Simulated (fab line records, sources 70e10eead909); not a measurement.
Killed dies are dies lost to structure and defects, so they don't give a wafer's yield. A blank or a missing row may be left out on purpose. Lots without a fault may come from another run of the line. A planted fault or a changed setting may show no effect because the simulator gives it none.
fab line records | flow nand_harc
record lots=13 wafers=39 last_day=31
route steps=1302 shown A_BONDPAD@1229 THIN_TSV@1265 END@1302
lots that met no fault: from a run of the same line without faults
start_h: hours from the record's first day to the start of the lot's first wafer shown | wait_h: hours since the lot's step before | " the same as in the row above | L1.1+2: a row that stands for several wafers | - no value, or no start given | * or withheld: withheld | < > ~ a bound
route shown NAME@n: a module of which the file shows steps, and the number in the route of the first | usual: mean/standard deviation of fault-free wafers | same: alike in all rows | chamber/n: place in a boat | sites: the reading at each site | _std_site: their standard deviation | _edge_site: outer sites' mean less inner sites' | radius_mm: how far each site lies from the wafer's centre | mask NAME#n: copy n | behind: the tool/chamber that last shaped the wafer | hold: why the lot was held/for how many hours/how that ended | device: the transistor (n, p or np) that didn't switch | end of line: the same wafers' tests at the end of the route | a step without rows: its recipe alone | killed: dies lost to structure and defects at the first sort, not the wafer's yield | map: a wafer's dies, x killed, . not, _ none there
set.NAME: the setting as run; set.NAME@STEP: as run at that earlier step | model.NAME: the simulator's own value behind a step, which no gauge read
steps of the route over a sample of lots; a table a step, a row a wafer
services: from which hour (start_h, from the record's first day; less than 0 if before it) a tool's chamber was out of use, for how many hours, and why
## steps
# step NHARC_A_BONDPAD_ECD_18
# recipe target_thk_a=4000 bath_temp_c=25 material=Cu
# columns lot.wafer tool chamber start_h wait_h
L748.1+5+6 ecd_cu-02 1,0,1 529.81 -
L747.1+4+5 ecd_cu-01 1,1,0 531.17 -
L749.2+3+4 ecd_cu-02 1,0,1 545.51 -
L751.1+3+5 ecd_cu-02 1 571.31 -
L750.2+5+6 ecd_cu-01 0,1,0 572.35 -
L752.3+5+6 ecd_cu-02 1,1,0 587.59 -
L754.1+2+3 ecd_cu-02 1,0,0 610.95 -
L755.3+4+5 ecd_cu-02 0,1,0 614.71 -
L753.4+5+6 ecd_cu-01 0,0,1 618.46 -
L759.1+4+6 ecd_cu-01 1,1,0 646.72 -
L758.2+4+3 ecd_cu-02 0,0,1 652.50 -
L761.2+3+5 ecd_cu-02 0,1,1 702.31 -
L767.1+4+5 ecd_cu-02 1,1,0 718.26 -
# step NHARC_THIN_TSV_STRIP_45
# recipe power_w=1500 temp_c=250 chemistry=O2
# usual drypump_motor_current_A=6.22/0.21 heater_power_w=350/33
# columns lot.wafer tool chamber start_h wait_h drypump_motor_current_A heater_power_w rf_hours_counter_h
L748.1 plasma_asher-01 1 543.39 0.1 6.18 311 2
L748.6 " 1 " " 6.18 313 -
L748.5 " 0 " " 5.88 316 -
L747.1 plasma_asher-01 1 545.71 0.1 6.17 315 3
L747.4 " 1 " " 6.12 316 -
L747.5 " 0 " " 5.87 317 -
L749.2 plasma_asher-01 1 560.45 0.1 6.17 308 7
L749.3 " 1 " " 6.16 312 -
L749.4 " 0 " " 5.86 325 -
L751.1 plasma_asher-01 1 586.11 0.1 6.20 311 11
L751.3 " 0 " " 5.87 317 -
L751.5 " 0 " " 5.89 310 -
L750.2 plasma_asher-02 0 587.30 0.1 6.33 361 34
L750.6 " 1 " " 6.44 372 -
L750.5 " 0 " " 6.32 363 -
L752.3 plasma_asher-01 0 603.11 0.2 5.89 316 -
L752.6 " 0 " " 5.87 316 -
L752.5 " 1 " " 6.18 314 -
L754.1 plasma_asher-01 1 625.49 0.1 6.14 311 18
L754.2 " 0 " " 5.88 313 18
L754.3 " 1 " " 6.17 308 -
L755.4 plasma_asher-02 0 631.83 0.2 6.28 393 -
L755.3 " 1 " " 6.46 377 -
L755.5 " 0 " " 6.28 381 -
L753.4 plasma_asher-01 0 632.99 0.2 5.89 322 -
L753.5 " 0 " " 5.86 312 -
L753.6 " 1 " " 6.19 305 -
L759.1 plasma_asher-02 1 661.53 0.1 6.45 388 11
L759.4 " 1 " " 6.44 380 -
L759.6 " 1 " " 6.44 383 -
L758.2 plasma_asher-01 0 666.93 0.1 5.86 318 28
L758.3 " 0 " " 5.88 320 -
L758.4 " 1 " " 6.16 309 -
# step NHARC_THIN_TSV_ANNEAL_52
# recipe temp_c=225 time_s=90
# usual wafer_temp_C_max=226.4/0.52
# columns lot.wafer tool chamber start_h wait_h wafer_temp_C_max
L748.1 rtp_anneal-02 0 546.31 0.6 227.4
L748.5 " 0 " " 226.4
L748.6 " 0 " " 226.6
L747.1 rtp_anneal-01 0 548.69 0.5 225.9
L747.4 " 0 " " 225.6
L747.5 " 0 " " 226.1
L749.2 rtp_anneal-01 0 563.63 0.7 225.8
L749.3 " 0 " " 225.6
L749.4 " 0 " " 225.9
L751.1 rtp_anneal-02 0 589.07 0.6 226.7
L751.3 " 0 " " 227.1
L751.5 " 0 " " 227.0
L750.2 rtp_anneal-01 0 590.29 0.6 225.7
L750.5 " 0 " " 225.7
L750.6 " 0 " " 226.0
L752.3 rtp_anneal-02 0 606.03 0.4 226.3
L752.5 " 0 " " 227.0
L752.6 " 0 " " 226.7
L754.1 rtp_anneal-01 0 628.55 0.6 225.7
L754.2 " 0 " " 226.2
L754.3 " 0 " " 225.7
L755.3 rtp_anneal-02 0 634.76 0.4 226.8
L755.4 " 0 " " 226.8
L755.5 " 0 " " 226.9
L753.4 rtp_anneal-01 0 635.98 0.5 226.1
L753.5 " 0 " " 226.2
L753.6 " 0 " " 225.7
L759.1 rtp_anneal-01 0 664.40 0.5 225.7
L759.4 " 0 " " 225.5
L759.6 " 0 " " 225.7
L758.2 rtp_anneal-01 0 669.89 0.6 225.9
L758.3 " 0 " " 225.9
L758.4 " 0 " " 225.8
# step NHARC_THIN_TSV_DESCUM_35
# recipe time_s=3 o2_flow_sccm=200 ar_flow_sccm=0 bias_power_w=0 chemistry=O2
# usual drypump_motor_current_A=5.9/0.46 mfc_ar_sccm=0.004/0.0074 oes_product_au=0.999/0.0097 rf_vpp_V=57.8/0.8 showerhead_plenum_p_Torr=1.94/0.057 throttle_valve_pct=11.311/0.01
# columns lot.wafer tool chamber start_h wait_h drypump_motor_current_A mfc_ar_sccm oes_product_au rf_hours_counter_h rf_vpp_V showerhead_plenum_p_Torr throttle_valve_pct
L748.1 rie_diel-06 3 548.28 - 6.1 0.021 1.007 4.4 58.3 1.97 11.315
L748.6 " 3 " " 6.1 0.021 1.007 - 57.3 1.97 11.318
L748.5 " 0 " " 5.7 0 1.005 - 58.9 1.94 11.304
L747.4 rie_diel-06 0 550.85 - 5.7 0 1.008 4.3 58.5 1.94 11.321
L747.1 " 1 " " 5.6 0 0.995 4.2 58.8 2.00 11.305
L747.5 " 3 " " 6.1 0.021 1.002 - 57.9 1.97 11.295
L749.4 rie_diel-06 0 565.58 - 5.7 0 1.002 5.6 57.0 1.94 11.325
L749.3 " 1 " " 5.6 0 0.993 5.3 58.3 2.00 11.323
L749.2 " 2 " " 6.8 0 0.997 5.3 57.9 1.91 11.312
L751.3 rie_diel-13 3 591.19 - 5.1 0 0.993 3.7 57.7 1.97 11.311
L751.1 " 0 " " 6.1 0 1.007 3.8 58.2 1.86 11.302
L751.5 " 3 " " 5.1 0 0.997 - 57.0 1.97 11.315
L750.2 rie_diel-06 3 592.35 - 6.0 0.021 1.015 6.4 57.6 1.97 11.307
L750.6 " 2 " " 6.7 0 0.998 - 57.2 1.91 11.308
L750.5 " 3 " " 6.1 0.021 1.005 - 56.9 1.97 11.324
L752.3 rie_diel-06 0 607.93 - 5.7 0 1.017 7.8 58.9 1.94 11.307
L752.6 " 2 " " 6.7 0 1.002 - 56.1 1.91 11.313
L752.5 " 3 " " 6.1 0.021 1.024 - 58.3 1.97 11.299
L754.3 rie_diel-13 0 630.52 - 6.2 0 0.998 5.2 58.3 1.86 11.322
L754.1 " 2 " " 5.5 0 0.994 5.9 58.1 1.99 11.298
L754.2 " 3 " " 5.1 0 0.993 5.1 57.4 1.97 11.308
L755.4 rie_diel-06 0 636.79 - 5.7 0 1.006 8.6 57.5 1.94 11.297
L755.3 " 1 " " 5.5 0 0.991 8.7 59.0 1.99 11.298
L755.5 " 3 " " 6.1 0.021 1.011 - 58.8 1.97 11.318
L753.4 rie_diel-06 3 637.84 - 6.1 0.021 1.005 8.9 56.7 1.97 11.315
L753.5 " 1 " " 5.5 0 0.993 - 57.6 2.00 11.302
L753.6 " 2 " " 6.7 0 0.996 - 56.5 1.91 11.314
L759.4 rie_diel-13 3 666.39 - 5.1 0 0.996 8.3 57.5 1.97 11.298
L759.1 " 1 " " 5.5 0 0.976 7.4 57.7 1.99 11.315
L759.6 " 3 " " 5.1 0 1.006 - 57.6 1.97 11.305
L758.3 rie_diel-10 0 671.94 - 5.3 0.006 1.010 4.3 58.0 2.02 11.292
L758.4 " 1 " " 6.2 0.008 1.014 5.0 58.2 1.95 11.308
L758.2 " 2 " " 6.0 0 1.002 4.5 58.0 1.79 11.315
# step NHARC_END_SORT_01
# recipe temp_c=25
# usual defect_limited_yield=90.2/2.3 killed_at_array=62/15 killed_at_other=0.8/1 killed_at_periphery=3.7/2.6 killed_dies=66/15 killed_open=3.1/1.8 killed_short=2.6/1.7
# same gross_dies=677
# columns lot.wafer tool chamber start_h wait_h defect_limited_yield[%] killed_at_array killed_at_other killed_at_periphery killed_dies killed_open killed_short
L748.1 prober-01 0 557.87 2.5 90.8 61 0 1 62 6 1
L748.5 prober-01 0 561.05 3.7 90.5 62 0 2 64 5 2
L748.6 prober-01 0 561.85 4.0 90.7 62 0 1 63 2 4
L759.1 prober-01 0 674.57 2.5 92.6 47 2 1 50 5 3
L759.4 prober-01 0 676.95 3.4 93.5 41 1 2 44 2 2
L759.6 prober-01 0 678.54 4.0 92.3 50 1 1 52 1 5
L758.2 prober-01 0 683.11 2.8 90.7 61 0 2 63 1 3
L758.3 prober-01 0 683.92 3.1 91.3 55 0 4 59 0 3
L758.4 prober-01 0 684.72 3.4 90.4 64 0 1 65 1 2
L761.2 prober-01 0 733.44 2.8 0.1 670 1 5 676 3 4
L761.3 prober-01 0 734.24 3.1 0.1 669 0 7 676 1 3
L761.5 prober-01 0 735.83 3.7 0.1 673 0 3 676 5 2
L767.1 prober-01 0 747.54 2.5 0.1 670 3 3 676 2 0
L767.4 prober-01 0 749.94 3.4 0.4 668 2 4 674 6 4
L767.5 prober-01 0 750.74 3.7 0 671 0 6 677 2 6
# killed by level:class
L748.1 A_CHANNEL_HOLE_D1:chamber_film_flake=28 A_CHANNEL_HOLE_D2:chamber_film_flake=10 A_STAIRCASE:chamber_film_flake=10 A_WL_FILL:chamber_film_flake=3 A_CONTACT:chamber_film_flake=2 P_CONTACT:geometric_particle:open=1 A_CHANNEL_FILL_D1:geometric_particle:open=1 A_CHANNEL_FILL_D1:geometric_particle:short=1
L748.5 A_CHANNEL_HOLE_D1:chamber_film_flake=26 A_CHANNEL_HOLE_D2:chamber_film_flake=13 A_STAIRCASE:chamber_film_flake=11 A_CONTACT:chamber_film_flake=3 P_M0:geometric_particle:open=1 A_CHANNEL_HOLE_D2:geometric_particle:open=1 A_CHANNEL_FILL_D2:geometric_particle:open=1 A_SLIT:geometric_particle:open=1
L748.6 A_CHANNEL_HOLE_D1:chamber_film_flake=34 A_STAIRCASE:chamber_film_flake=14 A_CHANNEL_HOLE_D2:chamber_film_flake=3 A_CONTACT:chamber_film_flake=2 A_BLC:chamber_film_flake=2 P_M2:geometric_particle:short=1 A_CHANNEL_HOLE_D1:geometric_particle:open=1 A_CHANNEL_FILL_D2:geometric_particle:short=1
L759.1 A_CHANNEL_HOLE_D1:chamber_film_flake=24 A_CONTACT:chamber_film_flake=7 A_ZERO_WELL:chamber_film_flake=2 A_SGD_CUT:chamber_film_flake=2 A_WL_FILL:chamber_film_flake=2 P_CONTACT:geometric_particle:open=1 A_SOURCE_PLATE:geometric_particle:short=1 A_CHANNEL_FILL_D1:geometric_particle:open=1
L759.4 A_CHANNEL_HOLE_D1:chamber_film_flake=31 A_CONTACT:chamber_film_flake=3 P_M0:geometric_particle:open=1 A_ONON_D1:geometric_particle:short=1 A_WL_FILL:geometric_particle:short=1 A_CONTACT:geometric_particle:open=1 P_GATE:chamber_film_flake=1 A_DECK1_JOINT:chamber_film_flake=1
L759.6 A_CHANNEL_HOLE_D1:chamber_film_flake=30 A_CONTACT:chamber_film_flake=5 A_SLIT:chamber_film_flake=3 A_M1:chamber_film_flake=2 P_M1:geometric_particle:short=1 A_CHANNEL_FILL_D1:geometric_particle:short=1 A_CHANNEL_FILL_D2:geometric_particle:short=1 A_SGD_CUT:geometric_particle:short=1
L758.2 A_CHANNEL_HOLE_D1:chamber_film_flake=34 A_CHANNEL_HOLE_D2:chamber_film_flake=10 A_CONTACT:chamber_film_flake=4 A_M1:chamber_film_flake=4 A_CHANNEL_FILL_D2:geometric_particle:short=2 A_SLIT:chamber_film_flake=2 A_WL_FILL:chamber_film_flake=2 P_CONTACT:geometric_particle:short=1
L758.3 A_CHANNEL_HOLE_D1:chamber_film_flake=23 A_CHANNEL_HOLE_D2:chamber_film_flake=12 A_CONTACT:chamber_film_flake=8 A_M1:chamber_film_flake=5 P_ZERO_WELL:chamber_film_flake=2 A_CHANNEL_FILL_D1:chamber_film_flake=2 A_WL_FILL:chamber_film_flake=2 P_M0:geometric_particle:short=1
L758.4 A_CHANNEL_HOLE_D1:chamber_film_flake=30 A_CHANNEL_HOLE_D2:chamber_film_flake=17 A_CONTACT:chamber_film_flake=6 A_M1:chamber_film_flake=3 A_SLIT:chamber_film_flake=2 A_WL_FILL:chamber_film_flake=2 A_CHANNEL_FILL_D1:geometric_particle:short=1 A_ONON_D2:geometric_particle:short=1
L761.2 A_BONDPAD:area_ecd=599 A_SLIT:chamber_film_flake=25 A_CHANNEL_HOLE_D2:chamber_film_flake=19 A_CHANNEL_HOLE_D1:chamber_film_flake=11 A_CONTACT:chamber_film_flake=8 P_BONDPAD:chamber_film_flake=2 A_STAIRCASE:chamber_film_flake=2 P_GATE:geometric_particle:short=1
L761.3 A_BONDPAD:area_ecd=599 A_SLIT:chamber_film_flake=28 A_CHANNEL_HOLE_D2:chamber_film_flake=22 A_CONTACT:chamber_film_flake=6 P_BONDPAD:chamber_film_flake=5 A_STAIRCASE:chamber_film_flake=4 A_CHANNEL_HOLE_D1:chamber_film_flake=3 A_ZERO_WELL:chamber_film_flake=2
L761.5 A_BONDPAD:area_ecd=613 A_SLIT:chamber_film_flake=23 A_CHANNEL_HOLE_D2:chamber_film_flake=23 A_CONTACT:chamber_film_flake=5 A_SGD_CUT:geometric_particle:open=2 P_GATE:chamber_film_flake=2 A_CHANNEL_HOLE_D1:chamber_film_flake=2 P_CONTACT:geometric_particle:open=1
L767.1 A_BONDPAD:area_ecd=614 A_CHANNEL_HOLE_D2:chamber_film_flake=20 A_SLIT:chamber_film_flake=15 A_CHANNEL_HOLE_D1:chamber_film_flake=12 P_BONDPAD:chamber_film_flake=3 A_STAIRCASE:chamber_film_flake=3 A_WL_FILL:chamber_film_flake=3 THIN_TSV:chamber_film_flake=3
L767.4 A_BONDPAD:area_ecd=587 A_SLIT:chamber_film_flake=31 A_CHANNEL_HOLE_D1:chamber_film_flake=14 A_CHANNEL_HOLE_D2:chamber_film_flake=13 A_STAIRCASE:chamber_film_flake=7 A_WL_FILL:chamber_film_flake=3 A_CHANNEL_HOLE_D1:geometric_particle:open=2 A_M0:geometric_particle:open=2
L767.5 A_BONDPAD:area_ecd=584 A_CHANNEL_HOLE_D2:chamber_film_flake=30 A_SLIT:chamber_film_flake=29 A_CHANNEL_HOLE_D1:chamber_film_flake=8 A_STAIRCASE:chamber_film_flake=8 P_BONDPAD:chamber_film_flake=4 A_WL_FILL:chamber_film_flake=4 A_ONON_D1:geometric_particle:short=2
## services
# columns tool chamber start_h hours kind
rie_diel-10 - 506.45 0.1 repair
ecd_cu-01 - 512.00 8.0 pm
rie_diel-13 - 519.00 9.0 pm
plasma_asher-01 - 519.24 9.0 pm
rie_diel-13 1 530.47 5.3 repair
plasma_asher-01 - 572.15 6.2 repair
rie_diel-13 2 586.73 9.8 repair
ecd_cu-02 - 596.39 8.0 pm
rie_diel-06 - 605.15 0.4 repair
plasma_asher-02 - 606.29 9.0 pm
rie_diel-13 2 612.35 4.9 repair
rie_diel-06 0 626.52 5.6 repair
ecd_cu-02 - 656.03 1.4 repair
rie_diel-06 - 661.20 9.0 pm
ecd_cu-01 - 672.13 0.9 repair
rie_diel-06 - 674.04 0.7 repair
rie_diel-13 - 674.27 0.3 repair
ecd_cu-02 - 684.81 0.3 repair
ecd_cu-01 - 688.00 8.0 pm
rie_diel-13 - 696.00 9.0 pm
plasma_asher-01 - 696.24 9.0 pm
rie_diel-06 - 704.33 1.2 repair
rie_diel-13 - 705.33 0.1 repair
rie_diel-13 3 709.35 11.0 repair
## key
first_sign step=NHARC_END_SORT_01 reading=killed_at_array direction=up sigmas=40 usual=62 struck=670
effect step=NHARC_END_SORT_01 reading=defect_limited_yield direction=down sigmas=39 usual=90.2 struck=0.2
more_kills_born_at NHARC_A_BONDPAD_ECD_18@ecd_cu-02=3596
met_at NHARC_A_BONDPAD_ECD_18
struck_lots L761,L767
later_rows_left_out L761.2,L761.3,L761.5,L767.1,L767.4,L767.5
not_acting_at NHARC_THIN_TSV_STRIP_45,NHARC_THIN_TSV_ANNEAL_52,NHARC_THIN_TSV_DESCUM_35
onset_between 652.50 702.31
also_fits time
fault kind=process_parameter_drift tool=ecd_cu-02 chamber=- onset_h=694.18 steps=NHARC_A_BONDPAD_ECD_18 channel=target_thk_a offset=* shape=step end_h=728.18 acts_in=* stated=*
# later_rows_left_out: the simulator's readings of these wafers behind a module that went badly wrong aren't trusted and aren't shown, but for the sort
